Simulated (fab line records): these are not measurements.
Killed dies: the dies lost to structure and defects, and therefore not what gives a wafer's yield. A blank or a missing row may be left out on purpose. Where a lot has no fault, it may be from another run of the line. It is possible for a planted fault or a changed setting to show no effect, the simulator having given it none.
fab line records -- flow nand_harc
record lots=14, wafers=42, last_day=33
route steps=1302 shown P_ZERO_WELL@41 P_GATE@151 END@1302
lots that met no fault: from a run of the same line without faults
start_h: hours from the record's first day to the start of the lot's first wafer shown -- wait_h: hours from the lot's prior step to this one -- " as in the row above -- L1.1+2: one row covering several wafers at once -- - no value, or no start given -- * or withheld: withheld -- < > ~ a bound
route shown NAME@n: a module of which the file shows steps, and the number in the route of the first -- usual: average and standard deviation across the fault-free wafers -- same: alike in all rows -- chamber/n: place in a boat -- sites: the reading at each site -- _std_site: the values' standard deviation -- _edge_site: the outer-site mean with the inner-site mean subtracted -- radius_mm: how far each site lies from the wafer's centre -- mask NAME#n: copy n -- behind: tool/chamber where the wafer was last shaped -- hold: cause of the lot's hold/its duration in hours/its outcome -- device: the n, p or np transistor that did not switch -- end of line: the same wafers' tests at the end of the route -- a step given without rows: its recipe and nothing more -- killed: dies that structure and defects cost at the first sort, which is not the same as the wafer's yield -- map: per-die view of a wafer (x killed, . not killed, _ where there is no die)
set.NAME: the setting as run; set.NAME@STEP: as run at that earlier step -- model.NAME: the simulator's own value behind a step, which no gauge read
route steps across a sampled set of lots; one table per step, one row per wafer
services: when a tool's chamber went out of use (start_h, in hours from the record's first day, below 0 if earlier), for how many hours, and the reason
## steps
# step NHARC_P_ZERO_WELL_EXPOSE_34
# recipe na=0.6, target_cd_nm=720, dose_mj=22.31, mask_id=P_PWELL
# usual exposure_dose_mJ_cm2=22.308/0.024
lot.wafer,tool,chamber,start_h,wait_h,mask,exposure_dose_mJ_cm2
L332.1,krf_scanner-04,0,23.94,-,P_PWELL#0,22.353
L332.2,krf_scanner-04,0,23.94,-,P_PWELL#0,22.308
L332.4,krf_scanner-04,0,23.94,-,P_PWELL#0,22.327
L333.1,krf_scanner-04,0,34.06,-,P_PWELL#0,22.341
L333.3,krf_scanner-04,0,34.06,-,P_PWELL#0,22.346
L333.4,krf_scanner-04,0,34.06,-,P_PWELL#0,22.355
L334.2,krf_scanner-01,0,44.03,-,P_PWELL#0,22.311
L334.3,krf_scanner-01,0,44.03,-,P_PWELL#0,22.276
L334.4,krf_scanner-01,0,44.03,-,P_PWELL#0,22.313
L338.1,krf_scanner-01,0,84.21,-,P_PWELL#0,22.347
L338.2,krf_scanner-01,0,84.21,-,P_PWELL#0,22.344
L338.5,krf_scanner-01,0,84.21,-,P_PWELL#0,22.347
L342.2,krf_scanner-04,0,123.95,-,P_PWELL#0,22.316
L342.3,krf_scanner-04,0,123.95,-,P_PWELL#0,22.281
L342.6,krf_scanner-04,0,123.95,-,P_PWELL#0,22.303
L343.1,krf_scanner-04,0,133.87,-,P_PWELL#0,22.806
L343.3,krf_scanner-04,0,133.87,-,P_PWELL#0,22.738
L343.6,krf_scanner-04,0,133.87,-,P_PWELL#0,22.733
L344.2,krf_scanner-04,0,143.69,-,P_PWELL#0,22.800
L344.3,krf_scanner-04,0,143.69,-,P_PWELL#0,22.755
L344.4,krf_scanner-04,0,143.69,-,P_PWELL#0,22.765
L345.2,krf_scanner-04,0,153.85,-,P_PWELL#0,22.736
L345.3,krf_scanner-04,0,153.85,-,P_PWELL#0,22.788
L345.6,krf_scanner-04,0,153.85,-,P_PWELL#0,22.774
L346.3,krf_scanner-02,0,164.17,-,P_PWELL#0,22.294
L346.4,krf_scanner-02,0,164.17,-,P_PWELL#0,22.324
L346.6,krf_scanner-02,0,164.17,-,P_PWELL#0,22.269
L349.2,krf_scanner-01,0,193.82,-,P_PWELL#0,22.308
L349.3,krf_scanner-01,0,193.82,-,P_PWELL#0,22.332
L349.6,krf_scanner-01,0,193.82,-,P_PWELL#0,22.294
L350.3,krf_scanner-01,0,203.87,-,P_PWELL#0,22.308
L350.4,krf_scanner-01,0,203.87,-,P_PWELL#0,22.291
L350.5,krf_scanner-01,0,203.87,-,P_PWELL#0,22.274
L351.2,krf_scanner-02,0,214.06,-,P_PWELL#0,22.299
L351.3,krf_scanner-02,0,214.06,-,P_PWELL#0,22.288
L351.5,krf_scanner-02,0,214.06,-,P_PWELL#0,22.325
L352.1,krf_scanner-02,0,223.99,-,P_PWELL#0,22.283
L352.3,krf_scanner-02,0,223.99,-,P_PWELL#0,22.261
L352.4,krf_scanner-02,0,223.99,-,P_PWELL#0,22.266
L355.2,krf_scanner-02,0,253.83,-,P_PWELL#0,22.341
L355.3,krf_scanner-02,0,253.83,-,P_PWELL#0,22.308
L355.4,krf_scanner-02,0,253.83,-,P_PWELL#0,22.292
# step NHARC_P_ZERO_WELL_CD_MEAS_52
# recipe target_cd_nm=2000, landing_energy_ev=500
# usual cd_nm=2000.7/2.5
lot.wafer,tool,chamber,start_h,wait_h,cd_nm
L332.1,cd_sem-02,0,25.73,-,1996.5
L332.2,cd_sem-02,0,25.73,-,2001.5
L332.4,cd_sem-02,0,25.73,-,1996.5
L333.1,cd_sem-02,0,35.86,-,2005.2
L333.3,cd_sem-02,0,35.86,-,1999.4
L333.4,cd_sem-02,0,35.86,-,2003.1
L334.2,cd_sem-01,0,45.70,-,1999.5
L334.3,cd_sem-01,0,45.70,-,1997.3
L334.4,cd_sem-01,0,45.70,-,2001.0
L338.1,cd_sem-02,0,85.88,-,1995.4
L338.2,cd_sem-02,0,85.88,-,2000.9
L338.5,cd_sem-02,0,85.88,-,1997.3
L342.2,cd_sem-03,0,125.75,-,2005.8
L342.3,cd_sem-03,0,125.75,-,2003.2
L342.6,cd_sem-03,0,125.75,-,2006.0
L343.1,cd_sem-03,0,135.66,-,2003.4
L343.3,cd_sem-03,0,135.66,-,1999.6
L343.6,cd_sem-03,0,135.66,-,1997.7
L344.2,cd_sem-01,0,145.48,-,1999.8
L344.3,cd_sem-01,0,145.48,-,1999.1
L344.4,cd_sem-01,0,145.48,-,2002.1
L345.2,cd_sem-01,0,155.51,-,2000.8
L345.3,cd_sem-01,0,155.51,-,1999.1
L345.6,cd_sem-01,0,155.51,-,2000.2
L346.3,cd_sem-03,0,166.32,-,2002.8
L346.4,cd_sem-03,0,166.32,-,2004.8
L346.6,cd_sem-03,0,166.32,-,2005.6
L349.2,cd_sem-03,0,195.50,-,2001.0
L349.3,cd_sem-03,0,195.50,-,1998.5
L349.6,cd_sem-03,0,195.50,-,1999.6
L350.3,cd_sem-02,0,205.55,-,2005.3
L350.4,cd_sem-02,0,205.55,-,2004.6
L350.5,cd_sem-02,0,205.55,-,1999.5
L351.2,cd_sem-03,0,215.86,-,1998.2
L351.3,cd_sem-03,0,215.86,-,2002.0
L351.5,cd_sem-03,0,215.86,-,1998.0
L352.1,cd_sem-01,0,225.68,-,1996.7
L352.3,cd_sem-01,0,225.68,-,1997.2
L352.4,cd_sem-01,0,225.68,-,1998.9
L355.2,cd_sem-03,0,255.52,-,1998.0
L355.3,cd_sem-03,0,255.52,-,2000.3
L355.4,cd_sem-03,0,255.52,-,1999.2
# step NHARC_P_GATE_CD_MEAS_33
# usual cd_nm=120/3.7
lot.wafer,tool,chamber,start_h,wait_h,cd_nm
L332.1,cd_sem-01,-,98.30,-,115
L332.2,cd_sem-01,-,98.30,-,118
L332.4,cd_sem-01,-,98.30,-,120
L333.1,cd_sem-02,-,110.20,-,122
L333.3,cd_sem-02,-,110.20,-,117
L333.4,cd_sem-02,-,110.20,-,118
L334.2,cd_sem-01,-,119.75,0.2,113
L334.3,cd_sem-01,-,119.75,0.2,119
L334.4,cd_sem-01,-,119.75,0.2,112
L338.1,cd_sem-03,-,153.32,0.2,122
L338.2,cd_sem-03,-,153.32,0.2,119
L338.5,cd_sem-03,-,153.32,0.2,124
L342.2,cd_sem-01,-,193.22,-,118
L342.3,cd_sem-01,-,193.22,-,121
L342.6,cd_sem-01,-,193.22,-,123
L343.1,cd_sem-02,-,211.16,-,120
L343.3,cd_sem-02,-,211.16,-,118
L343.6,cd_sem-02,-,211.16,-,117
L344.2,cd_sem-01,-,219.18,-,116
L344.3,cd_sem-01,-,219.18,-,118
L344.4,cd_sem-01,-,219.18,-,121
L345.2,cd_sem-02,-,224.11,-,115
L345.3,cd_sem-02,-,224.11,-,122
L345.6,cd_sem-02,-,224.11,-,113
L346.3,cd_sem-02,-,245.58,-,127
L346.4,cd_sem-02,-,245.58,-,116
L346.6,cd_sem-02,-,245.58,-,116
L349.2,cd_sem-03,-,273.62,-,123
L349.3,cd_sem-03,-,273.62,-,118
L349.6,cd_sem-03,-,273.62,-,126
L350.3,cd_sem-02,-,276.55,-,131
L350.4,cd_sem-02,-,276.55,-,118
L350.5,cd_sem-02,-,276.55,-,124
L351.2,cd_sem-03,-,289.98,-,118
L351.3,cd_sem-03,-,289.98,-,123
L351.5,cd_sem-03,-,289.98,-,123
L352.1,cd_sem-03,-,298.70,-,116
L352.3,cd_sem-03,-,298.70,-,118
L352.4,cd_sem-03,-,298.70,-,116
L355.2,cd_sem-02,-,325.76,-,121
L355.3,cd_sem-02,-,325.76,-,119
L355.4,cd_sem-02,-,325.76,-,122
# step NHARC_P_GATE_STRIP_112
# recipe power_w=1500, temp_c=110, time_s=200, chemistry=N2/H2
# usual drypump_motor_current_A=5.7/0.3, heater_power_w=92/9.4
lot.wafer,tool,chamber,start_h,wait_h,drypump_motor_current_A,heater_power_w,rf_hours_counter_h
L332.1,plasma_asher-01,0,111.53,0.2,5.4,105,26
L332.2,plasma_asher-01,1,111.53,0.2,6.0,76,26
L332.4,plasma_asher-01,0,111.53,0.2,5.4,103,-
L333.1,plasma_asher-01,0,123.55,0.2,5.4,104,28
L333.4,plasma_asher-01,1,123.55,0.2,6.1,78,-
L333.3,plasma_asher-01,0,123.55,0.2,5.4,106,-
L334.2,plasma_asher-02,0,133.14,0.2,5.5,88,9
L334.4,plasma_asher-02,1,133.14,0.2,6.0,98,-
L334.3,plasma_asher-02,0,133.14,0.2,5.5,84,-
L338.2,plasma_asher-02,1,166.45,0.2,5.9,100,15
L338.1,plasma_asher-02,0,166.45,0.2,5.5,88,15
L338.5,plasma_asher-02,0,166.45,0.2,5.5,88,-
L342.2,plasma_asher-01,1,206.74,0.2,6.0,80,7
L342.3,plasma_asher-01,1,206.74,0.2,6.0,80,-
L342.6,plasma_asher-01,1,206.74,0.2,6.0,81,-
L343.1,plasma_asher-01,0,224.14,0.2,5.4,101,12
L343.3,plasma_asher-01,0,224.14,0.2,5.3,102,-
L343.6,plasma_asher-01,1,224.14,0.2,6.1,83,-
L344.2,plasma_asher-01,0,232.31,0.2,5.4,102,14
L344.3,plasma_asher-01,1,232.31,0.2,6.0,79,-
L344.4,plasma_asher-01,0,232.31,0.2,5.4,102,-
L345.2,plasma_asher-02,0,237.25,0.2,5.5,88,29
L345.3,plasma_asher-02,1,237.25,0.2,6.0,100,-
L345.6,plasma_asher-02,0,237.25,0.2,5.5,86,-
L346.4,plasma_asher-02,0,259.09,0.2,5.5,87,-
L346.3,plasma_asher-02,1,259.09,0.2,5.9,95,-
L346.6,plasma_asher-02,1,259.09,0.2,5.9,93,-
L349.2,plasma_asher-01,0,286.80,0.2,5.4,102,27
L349.3,plasma_asher-01,1,286.80,0.2,6.1,82,-
L349.6,plasma_asher-01,0,286.80,0.2,5.4,101,-
L350.4,plasma_asher-02,1,289.81,0.2,6.0,92,-
L350.3,plasma_asher-02,0,289.81,0.2,5.5,91,-
L350.5,plasma_asher-02,0,289.81,0.2,5.5,91,-
L351.2,plasma_asher-02,0,303.12,0.2,5.4,88,10
L351.3,plasma_asher-02,0,303.12,0.2,5.5,88,-
L351.5,plasma_asher-02,1,303.12,0.2,6.0,96,-
L352.1,plasma_asher-02,0,311.78,0.2,5.5,87,11
L352.4,plasma_asher-02,1,311.78,0.2,5.9,95,-
L352.3,plasma_asher-02,0,311.78,0.2,5.5,88,-
L355.2,plasma_asher-02,1,339.05,0.2,6.0,94,17
L355.4,plasma_asher-02,1,339.05,0.2,6.0,97,-
L355.3,plasma_asher-02,0,339.05,0.2,5.5,89,-
# step NHARC_END_SORT_01
# recipe temp_c=25
# usual killed_at_array=55/22, killed_at_other=0.9/1.2, killed_at_periphery=3.6/2.3, killed_dies=60/22, killed_open=3.2/1.9, killed_short=2.5/1.6
# same gross_dies=677
lot.wafer,tool,chamber,start_h,wait_h,killed_at_array,killed_at_other,killed_at_periphery,killed_dies,killed_open,killed_short
L344.2,prober-02,0,688.33,2.8,57,1,3,61,3,7
L344.3,prober-02,0,689.14,3.1,47,5,1,53,3,2
L344.4,prober-02,0,689.94,3.4,51,0,2,53,2,3
L351.2,prober-01,0,750.03,2.8,78,2,2,82,6,6
L351.3,prober-01,0,750.83,3.1,68,1,3,72,2,2
L351.5,prober-01,0,752.45,3.7,82,1,7,90,8,4
# killed by level:class
L344.2 A_CHANNEL_HOLE_D2:chamber_film_flake=17 A_CHANNEL_HOLE_D1:chamber_film_flake=11 A_CONTACT:chamber_film_flake=6 A_STAIRCASE:chamber_film_flake=5 A_WL_FILL:chamber_film_flake=5 A_SLIT:chamber_film_flake=3 A_CHANNEL_FILL_D1:geometric_particle:short=2 A_DECK1_JOINT:geometric_particle:short=2
L344.3 A_CHANNEL_HOLE_D2:chamber_film_flake=16 A_CHANNEL_HOLE_D1:chamber_film_flake=10 A_WL_FILL:chamber_film_flake=4 A_CONTACT:chamber_film_flake=4 A_STAIRCASE:chamber_film_flake=3 A_CHANNEL_FILL_D1:chamber_film_flake=2 A_SGD_CUT:chamber_film_flake=2 HYBRID_BOND:chamber_film_flake=2
L344.4 A_CHANNEL_HOLE_D2:chamber_film_flake=26 A_CHANNEL_HOLE_D1:chamber_film_flake=11 A_WL_FILL:chamber_film_flake=3 P_ZERO_WELL:chamber_film_flake=2 A_ONON_D1:geometric_particle:short=1 A_ONON_D1:geometric_particle:open=1 A_WL_FILL:geometric_particle:short=1 A_CONTACT:geometric_particle:open=1
L351.2 A_CHANNEL_HOLE_D1:chamber_film_flake=30 A_CHANNEL_HOLE_D2:chamber_film_flake=26 A_CONTACT:chamber_film_flake=5 A_SLIT:chamber_film_flake=4 A_ONON_D1:geometric_particle:short=2 A_M0:geometric_particle:open=2 P_M0:geometric_particle:open=1 A_CHANNEL_FILL_D1:geometric_particle:open=1
L351.3 A_CHANNEL_HOLE_D1:chamber_film_flake=31 A_CHANNEL_HOLE_D2:chamber_film_flake=17 A_SLIT:chamber_film_flake=7 A_CONTACT:chamber_film_flake=5 P_M1:chamber_film_flake=2 A_CHANNEL_FILL_D2:chamber_film_flake=2 A_SOURCE_PLATE:geometric_particle:short=1 A_WL_FILL:geometric_particle:short=1
L351.5 A_CHANNEL_HOLE_D1:chamber_film_flake=41 A_CHANNEL_HOLE_D2:chamber_film_flake=17 A_CONTACT:chamber_film_flake=8 A_BLC:geometric_particle:open=4 P_ZERO_WELL:chamber_film_flake=4 A_CHANNEL_FILL_D2:geometric_particle:short=2 A_M0:geometric_particle:short=2 P_BONDPAD:chamber_film_flake=2
## services
tool,chamber,start_h,hours,kind
krf_scanner-04,-,11.13,4.0,pm
krf_scanner-02,-,13.00,0.6,repair
plasma_asher-02,-,72.00,9.0,pm
plasma_asher-02,0,72.00,9.0,vent_cycle
plasma_asher-02,1,72.00,9.0,vent_cycle
plasma_asher-02,0,81.00,-,clean
krf_scanner-02,-,94.00,4.0,pm
krf_scanner-01,-,100.96,1.2,repair
krf_scanner-02,-,115.66,1.3,repair
krf_scanner-04,-,116.00,0.7,repair
krf_scanner-01,-,140.00,4.0,pm
plasma_asher-02,-,154.81,11.1,repair
plasma_asher-01,-,165.20,9.0,pm
krf_scanner-04,-,183.13,4.0,pm
plasma_asher-02,-,216.69,4.6,repair
krf_scanner-01,-,217.44,1.5,repair
plasma_asher-02,-,229.38,6.2,repair
krf_scanner-01,-,242.95,0.6,repair
plasma_asher-02,-,249.04,9.0,pm
krf_scanner-02,-,266.00,4.0,pm
krf_scanner-02,-,297.92,0.5,repair
krf_scanner-01,-,312.00,4.0,pm
plasma_asher-02,-,319.64,2.0,repair
krf_scanner-01,-,324.01,1.3,repair
## key
first_sign step=NHARC_P_ZERO_WELL_EXPOSE_34, reading=exposure_dose_mJ_cm2, direction=up, sigmas=19, usual=22.308, struck=22.766
effect none on later readings
met_at NHARC_P_ZERO_WELL_EXPOSE_34
struck_lots L343,L344,L345
tester_left_out L343,L344,L345
not_acting_at NHARC_P_ZERO_WELL_CD_MEAS_52,NHARC_P_GATE_CD_MEAS_33,NHARC_P_GATE_STRIP_112
onset_between 123.95 133.87
fault kind=process_parameter_drift, tool=krf_scanner-04, chamber=-, onset_h=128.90, steps=NHARC_P_ZERO_WELL_EXPOSE_34, channel=dose_mj, offset=0.46156, shape=step, acts_in=these_recipes_only, stated=22.31
# tester_left_out: of these lots the tester's yield and bins aren't shown, on N5 and GAA mostly nor the transistor test; their killed dies are dies lost to structure and defects alone, not to doping, threshold or leakage, so they don't give the yield
